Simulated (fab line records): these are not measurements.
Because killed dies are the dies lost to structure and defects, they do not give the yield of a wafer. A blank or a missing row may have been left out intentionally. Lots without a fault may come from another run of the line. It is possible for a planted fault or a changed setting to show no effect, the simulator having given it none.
The tool behind it: which one? | flow nand-harc | Sampling: 24 lots, 72 wafers, 6 of 1159 route steps

## WHAT THE GAUGES SHOWED, per wafer
Not one reading of a measure or inspect step in the record can be checked against a usual standard deviation.

## WHICH TOOL RAN EACH LOT (tool, then ch and the chambers of the sampled wafers, then the start)
lot  | NHARC_A_STAIRCASE_ETCH_192                    | NHARC_A_STAIRCASE_TRIM_198                    | NHARC_A_STAIRCASE_ETCH_199                    | NHARC_A_STAIRCASE_TRIM_200                    | NHARC_A_STAIRCASE_ETCH_201                    | NHARC_A_STAIRCASE_STRIP_205
L074 | rie-diel-13 ch 0,1, day 11 01:31 or earlier   | rie-diel-09 ch 0,3, day 11 01:31 or earlier   | rie-diel-09 ch 0,2,3, day 11 01:31 or earlier | rie-diel-09 ch 0,3, day 11 01:31 or earlier   | rie-diel-09 ch 0,2,3, day 11 01:31 or earlier | plasma-asher-02 ch 0,1, day 11 01:31
L075 | rie-diel-10 ch 1,2, day 11 08:58 or earlier   | rie-diel-10 ch 1,3, day 11 08:58 or earlier   | rie-diel-10 ch 1,3, day 11 08:58 or earlier   | rie-diel-10 ch 1,2, day 11 08:58 or earlier   | rie-diel-10 ch 1,3, day 11 08:58 or earlier   | plasma-asher-01 ch 0,1, day 11 08:58
L076 | rie-diel-09 ch 0,3, day 11 15:42 or earlier   | rie-diel-13 ch 0,3, day 11 15:42 or earlier   | rie-diel-13 ch 0,3, day 11 15:42 or earlier   | rie-diel-13 ch 0,1,2, day 11 15:42 or earlier | rie-diel-13 ch 1,2, day 11 15:42 or earlier   | plasma-asher-01 ch 0,1, day 11 15:42
L077 | rie-diel-10 ch 0,2, day 11 16:14 or earlier   | rie-diel-10 ch 0,2, day 11 16:14 or earlier   | rie-diel-10 ch 1,2, day 11 16:14 or earlier   | rie-diel-10 ch 1,2,3, day 11 16:14 or earlier | rie-diel-10 ch 0,3, day 11 16:14 or earlier   | plasma-asher-02 ch 0,1, day 11 16:14
L078 | rie-diel-10 ch 1,2,3, day 11 17:26 or earlier | rie-diel-13 ch 1,2,3, day 11 17:26 or earlier | rie-diel-13 ch 1,2,3, day 11 17:26 or earlier | rie-diel-13 ch 0,1,2, day 11 17:26 or earlier | rie-diel-13 ch 2,3, day 11 17:26 or earlier   | plasma-asher-02 ch 0,1, day 11 17:26
L079 | rie-diel-09 ch 1,2,3, day 12 19:18 or earlier | rie-diel-09 ch 0,2,3, day 12 19:18 or earlier | rie-diel-09 ch 1,2,3, day 12 19:18 or earlier | rie-diel-09 ch 0,1,2, day 12 19:18 or earlier | rie-diel-09 ch 0,1,3, day 12 19:18 or earlier | plasma-asher-02 ch 0,1, day 12 19:18
L080 | rie-diel-10 ch 0,1,2, day 12 21:26 or earlier | rie-diel-10 ch 0,3, day 12 21:26 or earlier   | rie-diel-10 ch 1,3, day 12 21:26 or earlier   | rie-diel-10 ch 0,2, day 12 21:26 or earlier   | rie-diel-10 ch 0,2, day 12 21:26 or earlier   | plasma-asher-01 ch 0,1, day 12 21:26
L081 | rie-diel-09 ch 1,2, day 13 03:12 or earlier   | rie-diel-13 ch 0,2,3, day 13 03:12 or earlier | rie-diel-13 ch 0,3, day 13 03:12 or earlier   | rie-diel-13 ch 0,2,3, day 13 03:12 or earlier | rie-diel-13 ch 0,2,3, day 13 03:12 or earlier | plasma-asher-02 ch 0,1, day 13 03:12
L082 | rie-diel-10 ch 1,3, day 13 03:46 or earlier   | rie-diel-09 ch 0,3, day 13 03:46 or earlier   | rie-diel-09 ch 1,3, day 13 03:46 or earlier   | rie-diel-09 ch 0,1, day 13 03:46 or earlier   | rie-diel-09 ch 0,2, day 13 03:46 or earlier   | plasma-asher-02 ch 0,1, day 13 03:46
L083 | rie-diel-09 ch 0,2,3, day 13 06:14 or earlier | rie-diel-13 ch 0,1,3, day 13 06:14 or earlier | rie-diel-13 ch 1,2,3, day 13 06:14 or earlier | rie-diel-13 ch 0,2, day 13 06:14 or earlier   | rie-diel-13 ch 0,1,3, day 13 06:14 or earlier | plasma-asher-01 ch 0,1, day 13 06:14
L084 | rie-diel-13 ch 1,2,3, day 13 09:49 or earlier | rie-diel-13 ch 1,2,3, day 13 09:49 or earlier | rie-diel-13 ch 1,2,3, day 13 09:49 or earlier | rie-diel-13 ch 2,3, day 13 09:49 or earlier   | rie-diel-13 ch 0,3, day 13 09:49 or earlier   | plasma-asher-02 ch 1, day 13 09:49
L087 | rie-diel-09 ch 0,1,3, day 14 05:35 or earlier | rie-diel-10 ch 1,2, day 14 05:35 or earlier   | rie-diel-10 ch 0,1,3, day 14 05:35 or earlier | rie-diel-10 ch 1,2,3, day 14 05:35 or earlier | rie-diel-10 ch 1,2, day 14 05:35 or earlier   | plasma-asher-02 ch 0,1, day 14 05:35
L086 | rie-diel-13 ch 1,3, day 14 09:05 or earlier   | rie-diel-13 ch 0,2,3, day 14 09:05 or earlier | rie-diel-13 ch 0,1,2, day 14 09:05 or earlier | rie-diel-13 ch 1,2,3, day 14 09:05 or earlier | rie-diel-13 ch 0,2, day 14 09:05 or earlier   | plasma-asher-01 ch 0,1, day 14 09:05
L085 | rie-diel-09 ch 2,3, day 14 10:11 or earlier   | rie-diel-09 ch 2,3, day 14 10:11 or earlier   | rie-diel-09 ch 1,2,3, day 14 10:11 or earlier | rie-diel-09 ch 0,1, day 14 10:11 or earlier   | rie-diel-09 ch 0,3, day 14 10:11 or earlier   | plasma-asher-01 ch 0,1, day 14 10:11
L089 | rie-diel-13 ch 1,2,3, day 14 16:14 or earlier | rie-diel-13 ch 0,3, day 14 16:14 or earlier   | rie-diel-13 ch 0,1,3, day 14 16:14 or earlier | rie-diel-13 ch 0,2, day 14 16:14 or earlier   | rie-diel-13 ch 1,2, day 14 16:14 or earlier   | plasma-asher-01 ch 0,1, day 14 16:14
L088 | rie-diel-10 ch 0,1,3, day 14 16:47 or earlier | rie-diel-09 ch 0,1,3, day 14 16:47 or earlier | rie-diel-09 ch 0,1,3, day 14 16:47 or earlier | rie-diel-09 ch 1,2,3, day 14 16:47 or earlier | rie-diel-09 ch 1,2,3, day 14 16:47 or earlier | plasma-asher-02 ch 0,1, day 14 16:47
L090 | rie-diel-10 ch 2,3, day 14 23:17 or earlier   | rie-diel-13 ch 0,3, day 14 23:17 or earlier   | rie-diel-13 ch 1,2,3, day 14 23:17 or earlier | rie-diel-13 ch 1,2,3, day 14 23:17 or earlier | rie-diel-13 ch 1,2,3, day 14 23:17 or earlier | plasma-asher-01 ch 0,1, day 14 23:17
L092 | rie-diel-10 ch 0,1,2, day 15 12:35 or earlier | rie-diel-09 ch 0,1,2, day 15 12:35 or earlier | rie-diel-09 ch 0,2,3, day 15 12:35 or earlier | rie-diel-09 ch 0,1,2, day 15 12:35 or earlier | rie-diel-09 ch 0,2,3, day 15 12:35 or earlier | plasma-asher-02 ch 0,1, day 15 12:35
L094 | rie-diel-13 ch 0,1,2, day 15 13:19 or earlier | rie-diel-09 ch 0,2,3, day 15 13:19 or earlier | rie-diel-09 ch 0,2,3, day 15 13:19 or earlier | rie-diel-09 ch 0,1,2, day 15 13:19 or earlier | rie-diel-09 ch 0,2,3, day 15 13:19 or earlier | plasma-asher-02 ch 0,1, day 15 13:19
L093 | rie-diel-13 ch 0,1,2, day 15 17:50 or earlier | rie-diel-13 ch 0,2,3, day 15 17:50 or earlier | rie-diel-13 ch 0,1,2, day 15 17:50 or earlier | rie-diel-13 ch 0,1,2, day 15 17:50 or earlier | rie-diel-13 ch 0,1,2, day 15 17:50 or earlier | plasma-asher-02 ch 0,1, day 15 17:50
L091 | rie-diel-09 ch 0,2,3, day 15 19:21 or earlier | rie-diel-09 ch 2,3, day 15 19:21 or earlier   | rie-diel-09 ch 0,2,3, day 15 19:21 or earlier | rie-diel-09 ch 0,1,3, day 15 19:21 or earlier | rie-diel-09 ch 1,2,3, day 15 19:21 or earlier | plasma-asher-01 ch 0,1, day 15 19:21
L096 | rie-diel-13 ch 0,2, day 16 04:54 or earlier   | rie-diel-13 ch 0,1,2, day 16 04:54 or earlier | rie-diel-13 ch 0,2,3, day 16 04:54 or earlier | rie-diel-13 ch 1,2, day 16 04:54 or earlier   | rie-diel-13 ch 1,3, day 16 04:54 or earlier   | plasma-asher-01 ch 0,1, day 16 04:54
L095 | rie-diel-09 ch 0,1,3, day 16 06:23 or earlier | rie-diel-10 ch 0,1,2, day 16 06:23 or earlier | rie-diel-10 ch 0,2,3, day 16 06:23 or earlier | rie-diel-10 ch 1,2,3, day 16 06:23 or earlier | rie-diel-10 ch 0,1,2, day 16 06:23 or earlier | plasma-asher-01 ch 0,1, day 16 06:23
L097 | rie-diel-09 ch 1,2,3, day 17 03:33 or earlier | rie-diel-09 ch 2,3, day 17 03:33 or earlier   | rie-diel-09 ch 0,1, day 17 03:33 or earlier   | rie-diel-09 ch 2,3, day 17 03:33 or earlier   | rie-diel-09 ch 2,3, day 17 03:33 or earlier   | plasma-asher-01 ch 0, day 17 03:33
- NHARC_A_STAIRCASE_ETCH_192: etches the open film in C4F8/O2, target depth 100 nm, time 40.5 s.
- NHARC_A_STAIRCASE_TRIM_198: chemistry O2, time 211.2 s.
- NHARC_A_STAIRCASE_ETCH_199: etches the open film in C4F8/O2, target depth 100 nm, time 40.5 s.
- NHARC_A_STAIRCASE_TRIM_200: chemistry O2, time 211.2 s.
- NHARC_A_STAIRCASE_ETCH_201: etches the open film in C4F8/O2, target depth 100 nm, time 40.5 s.
- NHARC_A_STAIRCASE_STRIP_205: strips in O2.

## WHAT THE TOOLS THEMSELVES READ (means of the sampled wafers that have a number; where no wafer has one, the mark that the record gives instead)
NHARC_A_STAIRCASE_ETCH_192. Usual: oes-product-au 0.941 a.u., standard deviation 0.0092; rf-vpp-V 893 V, standard deviation 3.9.
lot  | tool        | oes-product-au (a.u.) | rf-vpp-V (V) | flag
L074 | rie-diel-13 | 0.952                 | 896          |
L075 | rie-diel-10 | 0.935                 | 899          |
L076 | rie-diel-09 | 0.943                 | 895          |
L077 | rie-diel-10 | 0.939                 | 892          |
L078 | rie-diel-10 | 0.937                 | 896          |
L079 | rie-diel-09 | 0.943                 | 889          |
L080 | rie-diel-10 | 0.943                 | 895          |
L081 | rie-diel-09 | 0.932                 | 890          |
L082 | rie-diel-10 | 0.947                 | 900          |
L083 | rie-diel-09 | 0.937                 | 892          |
L084 | rie-diel-13 | 0.944                 | 893          |
L087 | rie-diel-09 | 0.952                 | 892          |
L086 | rie-diel-13 | 0.954                 | 893          |
L085 | rie-diel-09 | 0.938                 | 889          |
L089 | rie-diel-13 | 0.948                 | 893          |
L088 | rie-diel-10 | 0.939                 | 896          |
L090 | rie-diel-10 | 0.934                 | 893          |
L092 | rie-diel-10 | 0.936                 | 895          |
L094 | rie-diel-13 | 0.940                 | 892          |
L093 | rie-diel-13 | 0.938                 | 893          |
L091 | rie-diel-09 | 0.935                 | 891          |
L096 | rie-diel-13 | 0.938                 | 891          |
L095 | rie-diel-09 | 0.940                 | 892          |
L097 | rie-diel-09 | 0.937                 | 889          |

NHARC_A_STAIRCASE_TRIM_198. Usual: drypump-motor-current-A 6.0 A, standard deviation 0.46; oes-product-au 1.000 a.u., standard deviation 0.0098; rf-vpp-V 57.5 V, standard deviation 0.8; showerhead-plenum-p-Torr 3.44 Torr, standard deviation 0.094; throttle-valve-pct 17.036 %, standard deviation 0.0088.
lot  | tool        | drypump-motor-current-A (A) | oes-product-au (a.u.) | rf-vpp-V (V) | showerhead-plenum-p-Torr (Torr) | throttle-valve-pct (%) | flag
L074 | rie-diel-09 | 5.9                         | 1.008                 | 58.4         | 3.49                            | 17.032                 |
L075 | rie-diel-10 | 5.5                         | 1.006                 | 57.1         | 3.63                            | 17.033                 |
L076 | rie-diel-13 | 5.9                         | 1.014                 | 57.2         | 3.52                            | 17.042                 |
L077 | rie-diel-10 | 5.5                         | 1.000                 | 56.7         | 3.41                            | 17.038                 |
L078 | rie-diel-13 | 6.3                         | 1.013                 | 56.9         | 3.44                            | 17.030                 |
L079 | rie-diel-09 | 6.3                         | 0.997                 | 57.8         | 3.42                            | 17.037                 |
L080 | rie-diel-10 | 5.8                         | 0.996                 | 57.4         | 3.47                            | 17.029                 |
L081 | rie-diel-13 | 5.9                         | 1.001                 | 58.1         | 3.45                            | 17.039                 |
L082 | rie-diel-09 | 6.0                         | 0.992                 | 58.0         | 3.49                            | 17.040                 |
L083 | rie-diel-13 | 6.2                         | 1.002                 | 57.7         | 3.49                            | 17.034                 |
L084 | rie-diel-13 | 6.2                         | 0.996                 | 57.5         | 3.44                            | 17.031                 |
L087 | rie-diel-10 | 5.2                         | 0.995                 | 57.9         | 3.49                            | 17.038                 |
L086 | rie-diel-13 | 5.9                         | 0.990                 | 57.3         | 3.45                            | 17.042                 |
L085 | rie-diel-09 | 6.6                         | 1.007                 | 57.9         | 3.33                            | 17.041                 |
L089 | rie-diel-13 | 5.9                         | 1.010                 | 57.8         | 3.50                            | 17.041                 |
L088 | rie-diel-09 | 6.2                         | 0.999                 | 57.4         | 3.42                            | 17.033                 |
L090 | rie-diel-13 | 6.0                         | 1.003                 | 57.0         | 3.48                            | 17.047                 |
L092 | rie-diel-09 | 6.1                         | 0.994                 | 57.1         | 3.43                            | 17.037                 |
L094 | rie-diel-09 | 6.2                         | 0.987                 | 57.5         | 3.40                            | 17.042                 |
L093 | rie-diel-13 | 6.0                         | 0.996                 | 57.8         | 3.44                            | 17.034                 |
L091 | rie-diel-09 | 6.5                         | 0.997                 | 57.6         | 3.33                            | 17.040                 |
L096 | rie-diel-13 | 6.1                         | 1.002                 | 56.9         | 3.44                            | 17.027                 |
L095 | rie-diel-10 | 5.4                         | 0.988                 | 58.3         | 3.49                            | 17.040                 |
L097 | rie-diel-09 | 6.5                         | 0.996                 | 57.5         | 3.33                            | 17.042                 |

NHARC_A_STAIRCASE_ETCH_199. Usual: oes-product-au 0.942 a.u., standard deviation 0.012; rf-vpp-V 893 V, standard deviation 3.5.
lot  | tool        | oes-product-au (a.u.) | rf-vpp-V (V) | flag
L074 | rie-diel-09 | 0.959                 | 893          |
L075 | rie-diel-10 | 0.950                 | 898          |
L076 | rie-diel-13 | 0.958                 | 895          |
L077 | rie-diel-10 | 0.934                 | 896          |
L078 | rie-diel-13 | 0.940                 | 894          |
L079 | rie-diel-09 | 0.943                 | 891          |
L080 | rie-diel-10 | 0.942                 | 900          |
L081 | rie-diel-13 | 0.942                 | 895          |
L082 | rie-diel-09 | 0.945                 | 890          |
L083 | rie-diel-13 | 0.948                 | 893          |
L084 | rie-diel-13 | 0.932                 | 893          |
L087 | rie-diel-10 | 0.932                 | 895          |
L086 | rie-diel-13 | 0.933                 | 893          |
L085 | rie-diel-09 | 0.948                 | 890          |
L089 | rie-diel-13 | 0.936                 | 894          |
L088 | rie-diel-09 | 0.932                 | 892          |
L090 | rie-diel-13 | 0.938                 | 893          |
L092 | rie-diel-09 | 0.950                 | 891          |
L094 | rie-diel-09 | 0.948                 | 891          |
L093 | rie-diel-13 | 0.939                 | 893          |
L091 | rie-diel-09 | 0.940                 | 890          |
L096 | rie-diel-13 | 0.941                 | 893          |
L095 | rie-diel-10 | 0.951                 | 892          |
L097 | rie-diel-09 | 0.922                 | 892          |

NHARC_A_STAIRCASE_TRIM_200. Usual: drypump-motor-current-A 6.0 A, standard deviation 0.46; oes-product-au 1.000 a.u., standard deviation 0.0087; rf-vpp-V 57.7 V, standard deviation 0.83; showerhead-plenum-p-Torr 3.44 Torr, standard deviation 0.095; throttle-valve-pct 17.038 %, standard deviation 0.0091.
lot  | tool        | drypump-motor-current-A (A) | oes-product-au (a.u.) | rf-vpp-V (V) | showerhead-plenum-p-Torr (Torr) | throttle-valve-pct (%) | flag
L074 | rie-diel-09 | 5.9                         | 1.006                 | 57.5         | 3.49                            | 17.037                 |
L075 | rie-diel-10 | 5.3                         | 0.993                 | 57.5         | 3.60                            | 17.034                 |
L076 | rie-diel-13 | 6.1                         | 1.011                 | 57.1         | 3.47                            | 17.046                 |
L077 | rie-diel-10 | 5.4                         | 1.007                 | 58.1         | 3.54                            | 17.038                 |
L078 | rie-diel-13 | 6.1                         | 1.005                 | 57.7         | 3.46                            | 17.032                 |
L079 | rie-diel-09 | 6.1                         | 0.994                 | 58.0         | 3.44                            | 17.031                 |
L080 | rie-diel-10 | 5.5                         | 1.000                 | 57.9         | 3.40                            | 17.053                 |
L081 | rie-diel-13 | 5.9                         | 0.995                 | 57.6         | 3.45                            | 17.033                 |
L082 | rie-diel-09 | 6.0                         | 0.996                 | 57.6         | 3.45                            | 17.032                 |
L083 | rie-diel-13 | 5.8                         | 1.009                 | 57.4         | 3.42                            | 17.048                 |
L084 | rie-diel-13 | 6.0                         | 0.989                 | 57.6         | 3.40                            | 17.037                 |
L087 | rie-diel-10 | 5.4                         | 1.001                 | 58.3         | 3.52                            | 17.042                 |
L086 | rie-diel-13 | 6.3                         | 1.005                 | 58.1         | 3.43                            | 17.051                 |
L085 | rie-diel-09 | 6.0                         | 0.997                 | 56.7         | 3.44                            | 17.030                 |
L089 | rie-diel-13 | 5.8                         | 1.008                 | 57.8         | 3.47                            | 17.042                 |
L088 | rie-diel-09 | 6.4                         | 0.994                 | 57.7         | 3.35                            | 17.036                 |
L090 | rie-diel-13 | 6.3                         | 1.009                 | 57.1         | 3.43                            | 17.041                 |
L092 | rie-diel-09 | 6.1                         | 0.998                 | 57.3         | 3.42                            | 17.039                 |
L094 | rie-diel-09 | 6.1                         | 0.990                 | 57.3         | 3.43                            | 17.031                 |
L093 | rie-diel-13 | 6.1                         | 1.000                 | 57.5         | 3.45                            | 17.039                 |
L091 | rie-diel-09 | 6.2                         | 1.001                 | 57.7         | 3.41                            | 17.031                 |
L096 | rie-diel-13 | 6.1                         | 1.006                 | 57.6         | 3.39                            | 17.040                 |
L095 | rie-diel-10 | 5.5                         | 0.989                 | 57.6         | 3.52                            | 17.038                 |
L097 | rie-diel-09 | 6.6                         | 0.998                 | 57.1         | 3.32                            | 17.032                 |

NHARC_A_STAIRCASE_ETCH_201. Usual: oes-product-au 0.942 a.u., standard deviation 0.0099; rf-vpp-V 893 V, standard deviation 3.5.
lot  | tool        | oes-product-au (a.u.) | rf-vpp-V (V) | flag
L074 | rie-diel-09 | 0.960                 | 891          |
L075 | rie-diel-10 | 0.938                 | 899          |
L076 | rie-diel-13 | 0.940                 | 891          |
L077 | rie-diel-10 | 0.940                 | 894          |
L078 | rie-diel-13 | 0.945                 | 893          |
L079 | rie-diel-09 | 0.951                 | 892          |
L080 | rie-diel-10 | 0.941                 | 891          |
L081 | rie-diel-13 | 0.939                 | 894          |
L082 | rie-diel-09 | 0.935                 | 892          |
L083 | rie-diel-13 | 0.935                 | 894          |
L084 | rie-diel-13 | 0.949                 | 895          |
L087 | rie-diel-10 | 0.925                 | 894          |
L086 | rie-diel-13 | 0.933                 | 892          |
L085 | rie-diel-09 | 0.937                 | 894          |
L089 | rie-diel-13 | 0.948                 | 890          |
L088 | rie-diel-09 | 0.946                 | 890          |
L090 | rie-diel-13 | 0.940                 | 892          |
L092 | rie-diel-09 | 0.944                 | 892          |
L094 | rie-diel-09 | 0.941                 | 891          |
L093 | rie-diel-13 | 0.942                 | 893          |
L091 | rie-diel-09 | 0.947                 | 889          |
L096 | rie-diel-13 | 0.942                 | 892          |
L095 | rie-diel-10 | 0.943                 | 895          |
L097 | rie-diel-09 | 0.931                 | 889          |

NHARC_A_STAIRCASE_STRIP_205. Usual: drypump-motor-current-A 6.0 A, standard deviation 0.42; heater-power-w 310 W, standard deviation 17.
lot  | tool            | drypump-motor-current-A (A) | heater-power-w (W) | flag
L074 | plasma-asher-02 | 5.5                         | 306                |
L075 | plasma-asher-01 | 6.3                         | 319                |
L076 | plasma-asher-01 | 6.3                         | 328                |
L077 | plasma-asher-02 | 5.8                         | 307                |
L078 | plasma-asher-02 | 5.8                         | 308                |
L079 | plasma-asher-02 | 5.6                         | 309                |
L080 | plasma-asher-01 | 6.3                         | 300                |
L081 | plasma-asher-02 | 5.8                         | 303                |
L082 | plasma-asher-02 | 5.8                         | 308                |
L083 | plasma-asher-01 | 6.3                         | 306                |
L084 | plasma-asher-02 | 5.3                         | 307                |
L087 | plasma-asher-02 | 5.8                         | 305                |
L086 | plasma-asher-01 | 6.3                         | 307                |
L085 | plasma-asher-01 | 6.3                         | 320                |
L089 | plasma-asher-01 | 6.3                         | 319                |
L088 | plasma-asher-02 | 5.6                         | 305                |
L090 | plasma-asher-01 | 6.3                         | 319                |
L092 | plasma-asher-02 | 5.8                         | 312                |
L094 | plasma-asher-02 | 5.8                         | 306                |
L093 | plasma-asher-02 | 5.8                         | 304                |
L091 | plasma-asher-01 | 6.3                         | 304                |
L096 | plasma-asher-01 | 6.4                         | 307                |
L095 | plasma-asher-01 | 6.3                         | 317                |
L097 | plasma-asher-01 | 6.3                         | 292                |

## THE ANSWER, worked out from the rows above alone
Rule: a lot is off if the mean of its wafers that have a number lies more than 3 standard deviations from the usual mean. Also off: a lot with no number at a reading for which 4 or more lots have one. Any other lot the step has rows for is counted as sound. Order of review: gauges by route order, followed by the tools' own readings, for which a lot's mean as printed above is used. The first step at which some lot is off is used, and at that step the reading that is off furthest; a lot without a number counts as furthest.
None of the lots is off at any reading shown; this tells nothing.

## WHAT THE SIMULATOR HAD INSERTED
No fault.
